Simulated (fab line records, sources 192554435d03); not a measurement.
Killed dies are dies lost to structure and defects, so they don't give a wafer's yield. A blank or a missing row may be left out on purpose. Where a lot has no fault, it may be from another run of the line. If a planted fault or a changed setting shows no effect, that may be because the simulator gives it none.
What tool caused it?	flow n5_finfet	24 lots, 72 wafers sampled, at 6 steps of a route of 1938

## WHAT THE GAUGES READ, wafer by wafer
The record lacks any reading of a measuring or inspecting step that a usual standard deviation could be used to judge.

## WHAT TOOL EACH LOT RAN ON (gives the tool, then ch and the chambers of the sampled wafers, and finally the start)
lot	N5_BEOL_M1_ETCH_64	N5_BEOL_M1_ETCH_77	N5_BEOL_M1_SURFACE_TREAT_85	N5_BEOL_M1_ANNEAL_49	N5_BEOL_M1_ANNEAL_95	N5_BEOL_M2_PECVD_72
L074	rie_diel-05 ch 2,3, day 6 07:50	rie_diel-05 ch 2,3, day 6 08:51	pvd_sputter-01, day 6 17:52	pvd_sputter-02, day 6 18:27	pvd_sputter-02, day 6 19:59	pecvd-02 ch 1,2, day 6 21:38
L075	rie_diel-05 ch 2,3, day 6 08:11	rie_diel-04 ch 0,1,3, day 6 09:23	pvd_sputter-03, day 6 16:36	pvd_sputter-03, day 6 16:58	pvd_sputter-03, day 6 18:30	pecvd-02 ch 0,1,2, day 6 19:58
L076	rie_diel-01 ch 1,2, day 6 11:21	rie_diel-04 ch 0,3, day 6 12:14	pvd_sputter-02, day 6 18:20	pvd_sputter-03, day 6 18:50	pvd_sputter-03, day 6 20:23	pecvd-01 ch 0,2, day 6 22:02
L077	rie_diel-04 ch 0,1,3, day 6 21:16	rie_diel-01 ch 1,2,3, day 6 22:11	pvd_sputter-03, day 7 06:31	pvd_sputter-03, day 7 06:56	pvd_sputter-03, day 7 08:28	pecvd-01 ch 0,1,2, day 7 13:06
L078	rie_diel-01 ch 2,3, day 7 00:53	rie_diel-05 ch 1,3, day 7 01:52	pvd_sputter-02, day 7 07:52	pvd_sputter-03, day 7 08:46	pvd_sputter-03, day 7 10:19	pecvd-04 ch 0,2, day 7 13:15
L079	rie_diel-05 ch 1,3, day 7 03:55	rie_diel-01 ch 2,3, day 7 04:45	pvd_sputter-01, day 7 11:17	pvd_sputter-01, day 7 11:44	pvd_sputter-01, day 7 13:16	pecvd-04 ch 0,1,2, day 7 15:04
L080	rie_diel-05 ch 0,1,2, day 7 15:22	rie_diel-04 ch 0,1,3, day 7 16:16	pvd_sputter-01, day 7 21:41	pvd_sputter-02, day 8 00:08	pvd_sputter-02, day 8 01:41	pecvd-02 ch 0,1,2, day 8 03:06
L082	rie_diel-04 ch 0,1, day 8 02:52	rie_diel-04 ch 0,1,2, day 8 03:41	pvd_sputter-03, day 8 13:00	pvd_sputter-02, day 8 13:20	pvd_sputter-02, day 8 14:53	pecvd-04 ch 0,1, day 8 16:34
L081	rie_diel-01 ch 1,3, day 8 02:53	rie_diel-04 ch 0,1,2, day 8 04:06	pvd_sputter-01, day 8 07:53	pvd_sputter-01, day 8 08:22	pvd_sputter-01, day 8 10:01	pecvd-04 ch 0,1, day 8 11:25
L083	rie_diel-04 ch 0,1, day 8 10:52	rie_diel-04 ch 0,1,2, day 8 12:11	pvd_sputter-01, day 8 16:24	pvd_sputter-01, day 8 16:52	pvd_sputter-01, day 8 18:25	pecvd-02 ch 0,1, day 8 19:46
L084	rie_diel-05 ch 0,1,3, day 8 16:08	rie_diel-04 ch 0,1,2, day 8 17:08	pvd_sputter-03, day 8 22:31	pvd_sputter-03, day 8 23:01	pvd_sputter-03, day 9 00:33	pecvd-02 ch 0,1,2, day 9 02:04
L085	rie_diel-05 ch 1,2,3, day 8 16:22	rie_diel-05 ch 0,1,3, day 8 17:11	pvd_sputter-01, day 9 01:20	pvd_sputter-01, day 9 01:47	pvd_sputter-01, day 9 03:19	pecvd-02 ch 0,1,2, day 9 04:41
L086	rie_diel-05 ch 0,1,2, day 9 10:32	rie_diel-05 ch 2,3, day 9 11:26	pvd_sputter-02, day 9 14:59	pvd_sputter-03, day 9 15:25	pvd_sputter-03, day 9 16:57	pecvd-01 ch 0,1,2, day 9 18:23
L087	rie_diel-01 ch 2,3, day 9 11:15	rie_diel-01 ch 2,3, day 9 13:59	pvd_sputter-01, day 9 18:41	pvd_sputter-03, day 9 19:07	pvd_sputter-03, day 9 20:39	pecvd-01 ch 0,1, day 9 22:07
L088	rie_diel-04 ch 1,3, day 9 14:11	rie_diel-01 ch 2,3, day 9 15:11	pvd_sputter-01, day 9 18:43	pvd_sputter-02, day 9 19:01	pvd_sputter-02, day 9 20:34	pecvd-04 ch 0,1,2, day 9 21:55
L089	rie_diel-01 ch 1,2,3, day 9 18:20	rie_diel-04 ch 1,3, day 9 19:35	pvd_sputter-02, day 10 01:19	pvd_sputter-02, day 10 01:47	pvd_sputter-02, day 10 03:19	pecvd-04 ch 0,1,2, day 10 04:53
L090	rie_diel-04 ch 0,1,2, day 10 00:05	rie_diel-01 ch 1,2,3, day 10 01:23	pvd_sputter-02, day 10 05:20	pvd_sputter-01, day 10 05:41	pvd_sputter-01, day 10 07:13	pecvd-04 ch 0,1,2, day 10 08:37
L091	rie_diel-01 ch 2,3, day 10 04:23	rie_diel-01 ch 1,2,3, day 10 05:18	pvd_sputter-03, day 10 08:46	pvd_sputter-02, day 10 09:04	pvd_sputter-02, day 10 10:36	pecvd-01 ch 0,1, day 10 11:58
L092	rie_diel-05 ch 2,3, day 10 11:47	rie_diel-01 ch 1,2,3, day 10 12:46	pvd_sputter-01, day 10 15:14	pvd_sputter-02, day 10 16:19	pvd_sputter-02, day 10 17:52	pecvd-04 ch 1,2, day 10 19:14
L093	rie_diel-05 ch 0,2,3, day 10 17:31	rie_diel-01 ch 1,3, day 10 18:37	pvd_sputter-03, day 10 23:02	pvd_sputter-03, day 10 23:22	pvd_sputter-03, day 11 00:55	pecvd-01 ch 0,1, day 11 02:17
L094	rie_diel-05 ch 0,2,3, day 10 18:17	rie_diel-05 ch 0,1,2, day 10 19:15	pvd_sputter-02, day 11 02:47	pvd_sputter-02, day 11 03:09	pvd_sputter-02, day 11 04:41	pecvd-02 ch 0,1,2, day 11 06:04
L095	rie_diel-05 ch 0,1,2, day 11 07:08	rie_diel-01 ch 2,3, day 11 08:05	pvd_sputter-02, day 11 11:04	pvd_sputter-03, day 11 11:25	pvd_sputter-03, day 11 12:58	pecvd-04 ch 0,1, day 11 14:20
L096	rie_diel-01 ch 1,2, day 11 11:05	rie_diel-01 ch 2,3, day 11 11:55	pvd_sputter-03, day 12 12:06	pvd_sputter-03, day 12 12:24	pvd_sputter-03, day 12 13:56	pecvd-01 ch 0,2, day 12 15:38
L097	rie_diel-05 ch 1,2, day 11 19:35	rie_diel-04 ch 0,1, day 11 20:28	pvd_sputter-01, day 12 07:56	pvd_sputter-01, day 12 08:20	pvd_sputter-01, day 12 09:53	pecvd-02 ch 0,2, day 12 11:14
- N5_BEOL_M1_ETCH_64: etches SOC in N2/H2, target depth 75 nm, overetch 15 nm, time 112.5 s.
- N5_BEOL_M1_ETCH_77: etches underlayer in N2/H2, target depth 6.5 nm, time 5.2 s.
- N5_BEOL_M1_SURFACE_TREAT_85
- N5_BEOL_M1_ANNEAL_49: time 240 s.
- N5_BEOL_M1_ANNEAL_95: time 240 s.
- N5_BEOL_M2_PECVD_72: deposits SiO2 from TEOS/O2, target thk 16 nm, time 18 s.

## WHAT THE TOOLS THEMSELVES READ (means of the sampled wafers that have a number; where no wafer has one, the mark that the record gives instead)
N5_BEOL_M1_ETCH_64. Usual: drypump_motor_current_A 5.8 A, standard deviation 0.43; oes_product_au 0.63 a.u., standard deviation 0.05; rf_vpp_V 524.3 V, standard deviation 2.4; showerhead_plenum_p_Torr 2.55 Torr, standard deviation 0.085; throttle_valve_pct 17.79 %, standard deviation 0.2.
lot	tool	drypump_motor_current_A (A)	oes_product_au (a.u.)	rf_vpp_V (V)	showerhead_plenum_p_Torr (Torr)	throttle_valve_pct (%)	flag
L074	rie_diel-05	5.9	0.60	525.7	2.61	17.92	
L075	rie_diel-05	5.6	0.62	524.9	2.60	17.99	
L076	rie_diel-01	5.9	0.68	522.3	2.48	17.67	
L077	rie_diel-04	5.5	0.61	524.7	2.54	17.72	
L078	rie_diel-01	5.4	0.64	522.7	2.49	17.73	
L079	rie_diel-05	6.2	0.59	524.8	2.56	17.85	
L080	rie_diel-05	5.8	0.68	523.8	2.55	17.88	
L082	rie_diel-04	5.4	0.63	525.5	2.58	17.66	
L081	rie_diel-01	6.1	0.64	523.3	2.52	17.58	
L083	rie_diel-04	5.4	0.62	525.3	2.58	17.67	
L084	rie_diel-05	6.1	0.65	524.4	2.56	17.84	
L085	rie_diel-05	5.9	0.60	524.3	2.55	17.93	
L086	rie_diel-05	5.8	0.66	523.4	2.54	17.89	
L087	rie_diel-01	5.7	0.62	522.6	2.50	17.68	
L088	rie_diel-04	5.7	0.71	529.2	2.70	17.59	
L089	rie_diel-01	5.9	0.64	522.3	2.49	17.70	
L090	rie_diel-04	5.5	0.65	527.8	2.63	17.59	
L091	rie_diel-01	5.5	0.62	522.1	2.48	17.79	
L092	rie_diel-05	5.6	0.60	525.4	2.58	18.04	
L093	rie_diel-05	5.8	0.63	526.0	2.59	17.94	
L094	rie_diel-05	5.8	0.63	525.0	2.59	17.94	
L095	rie_diel-05	5.8	0.64	523.9	2.54	17.92	
L096	rie_diel-01	6.0	0.63	521.4	2.46	17.74	
L097	rie_diel-05	5.6	0.61	523.4	2.53	18.02	

N5_BEOL_M1_ETCH_77. Usual: drypump_motor_current_A 5.7 A, standard deviation 0.44; etch_rf_on_time_s 5.16 s, standard deviation 0.12; oes_product_au 0.68 a.u., standard deviation 0.054; rf_vpp_V 523.9 V, standard deviation 2.9; showerhead_plenum_p_Torr 2.55 Torr, standard deviation 0.096; throttle_valve_pct 17.76 %, standard deviation 0.19.
lot	tool	drypump_motor_current_A (A)	etch_rf_on_time_s (s)	oes_product_au (a.u.)	rf_vpp_V (V)	showerhead_plenum_p_Torr (Torr)	throttle_valve_pct (%)	flag
L074	rie_diel-05	5.9	5.18	0.65	526.1	2.61	17.96	
L075	rie_diel-04	5.6	5.07	0.67	523.6	2.54	17.76	
L076	rie_diel-04	5.3	5.07	0.64	521.7	2.48	17.69	
L077	rie_diel-01	5.8	5.30	0.69	522.2	2.50	17.69	
L078	rie_diel-05	6.1	5.14	0.67	523.1	2.51	17.85	
L079	rie_diel-01	5.4	5.19	0.69	520.2	2.49	17.77	
L080	rie_diel-04	5.6	5.08	0.67	524.1	2.53	17.79	
L082	rie_diel-04	5.6	5.02	0.73	527.3	2.64	17.62	
L081	rie_diel-04	5.5	5.12	0.72	527.2	2.64	17.60	
L083	rie_diel-04	5.5	5.04	0.73	527.9	2.64	17.61	
L084	rie_diel-04	5.5	5.04	0.72	527.6	2.64	17.62	
L085	rie_diel-05	6.1	5.30	0.70	523.7	2.56	17.86	
L086	rie_diel-05	5.9	5.04	0.64	525.7	2.60	18.01	
L087	rie_diel-01	5.7	5.29	0.66	523.3	2.50	17.72	
L088	rie_diel-01	5.4	5.22	0.67	521.6	2.48	17.82	
L089	rie_diel-04	5.8	5.08	0.77	528.5	2.69	17.64	
L090	rie_diel-01	5.8	5.24	0.68	522.8	2.48	17.74	
L091	rie_diel-01	5.8	5.20	0.68	523.1	2.48	17.75	
L092	rie_diel-01	5.8	5.22	0.67	522.8	2.48	17.75	
L093	rie_diel-01	6.2	5.25	0.67	521.4	2.49	17.67	
L094	rie_diel-05	5.8	5.27	0.69	523.5	2.54	17.95	
L095	rie_diel-01	5.7	5.23	0.64	521.5	2.50	17.76	
L096	rie_diel-01	5.5	5.19	0.66	522.5	2.47	17.85	
L097	rie_diel-04	5.4	4.99	0.67	524.5	2.57	17.75	

N5_BEOL_M1_ANNEAL_49. Usual: heater_power_w 804 W, standard deviation 100; susceptor_temp_C 400.00 C, standard deviation 0.23.
lot	tool	heater_power_w (W)	susceptor_temp_C (C)	flag
L074	pvd_sputter-02	792	399.99	
L075	pvd_sputter-03	740	400.01	
L076	pvd_sputter-03	774	399.93	
L077	pvd_sputter-03	740	400.10	
L078	pvd_sputter-03	858	400.25	
L079	pvd_sputter-01	799	400.20	
L080	pvd_sputter-02	782	399.82	
L082	pvd_sputter-02	823	399.83	
L081	pvd_sputter-01	820	400.02	
L083	pvd_sputter-01	816	400.30	
L084	pvd_sputter-03	922	399.80	
L085	pvd_sputter-01	821	400.11	
L086	pvd_sputter-03	864	399.98	
L087	pvd_sputter-03	725	400.23	
L088	pvd_sputter-02	811	400.01	
L089	pvd_sputter-02	845	399.98	
L090	pvd_sputter-01	823	399.85	
L091	pvd_sputter-02	745	400.23	
L092	pvd_sputter-02	849	399.91	
L093	pvd_sputter-03	772	400.12	
L094	pvd_sputter-02	834	400.04	
L095	pvd_sputter-03	772	399.64	
L096	pvd_sputter-03	749	399.97	
L097	pvd_sputter-01	826	400.11	

N5_BEOL_M1_ANNEAL_95. Usual: heater_power_w 803 W, standard deviation 100; susceptor_temp_C 400.01 C, standard deviation 0.2.
lot	tool	heater_power_w (W)	susceptor_temp_C (C)	flag
L074	pvd_sputter-02	791	399.94	
L075	pvd_sputter-03	743	399.94	
L076	pvd_sputter-03	763	399.99	
L077	pvd_sputter-03	737	399.94	
L078	pvd_sputter-03	866	400.09	
L079	pvd_sputter-01	803	399.98	
L080	pvd_sputter-02	788	400.17	
L082	pvd_sputter-02	840	399.78	
L081	pvd_sputter-01	831	400.20	
L083	pvd_sputter-01	804	399.86	
L084	pvd_sputter-03	912	399.92	
L085	pvd_sputter-01	820	400.03	
L086	pvd_sputter-03	858	400.20	
L087	pvd_sputter-03	751	399.98	
L088	pvd_sputter-02	810	399.87	
L089	pvd_sputter-02	839	399.94	
L090	pvd_sputter-01	816	399.89	
L091	pvd_sputter-02	753	399.94	
L092	pvd_sputter-02	843	400.19	
L093	pvd_sputter-03	783	399.97	
L094	pvd_sputter-02	843	399.99	
L095	pvd_sputter-03	778	399.97	
L096	pvd_sputter-03	753	400.30	
L097	pvd_sputter-01	821	400.06	

N5_BEOL_M2_PECVD_72. Usual: heater_power_w 693 W, standard deviation 77; showerhead_plenum_p_Torr 8.79 Torr, standard deviation 0.071; susceptor_temp_C 399.96 C, standard deviation 0.23; throttle_valve_pct 22.6 %, standard deviation 0.83.
lot	tool	heater_power_w (W)	showerhead_plenum_p_Torr (Torr)	susceptor_temp_C (C)	throttle_valve_pct (%)	flag
L074	pecvd-02	750	8.84	400.00	23.1	
L075	pecvd-02	713	8.82	400.16	22.7	
L076	pecvd-01	661	8.78	399.83	22.7	
L077	pecvd-01	707	8.77	399.98	22.6	
L078	pecvd-04	648	8.70	399.85	22.8	
L079	pecvd-04	624	8.77	399.98	22.7	
L080	pecvd-02	697	8.84	399.80	22.6	
L082	pecvd-04	619	8.81	400.06	22.5	
L081	pecvd-04	648	8.75	399.74	22.7	
L083	pecvd-02	709	8.85	399.84	22.1	
L084	pecvd-02	719	8.84	399.91	22.6	
L085	pecvd-02	735	8.83	400.02	22.6	
L086	pecvd-01	732	8.75	399.94	22.5	
L087	pecvd-01	778	8.75	400.16	23.0	
L088	pecvd-04	624	8.76	399.84	22.8	
L089	pecvd-04	628	8.77	399.97	22.9	
L090	pecvd-04	627	8.76	400.05	22.9	
L091	pecvd-01	810	8.75	399.75	22.4	
L092	pecvd-04	610	8.75	399.78	22.9	
L093	pecvd-01	791	8.75	399.81	22.4	
L094	pecvd-02	758	8.82	400.15	22.0	
L095	pecvd-04	620	8.82	400.20	22.4	
L096	pecvd-01	779	8.76	399.81	23.1	
L097	pecvd-02	849	8.86	400.08	21.1	

## THE ANSWER, worked out from the rows above alone
Rule: take the mean of a lot's wafers that have a number; if it is more than 3 standard deviations from the usual mean, the lot is off. Also off: a lot with no number at a reading for which 4 or more lots have one. Any other lot the step has rows for is counted as sound. First the gauges in route order, then the tools' own readings, where a lot's mean is used as printed above. At the first step where some lot is off, the reading lying furthest off is the one used; lots without a number count as furthest.
No lot is off at any reading shown: from this, nothing can be told.

## WHAT THE SIMULATOR PUT IN
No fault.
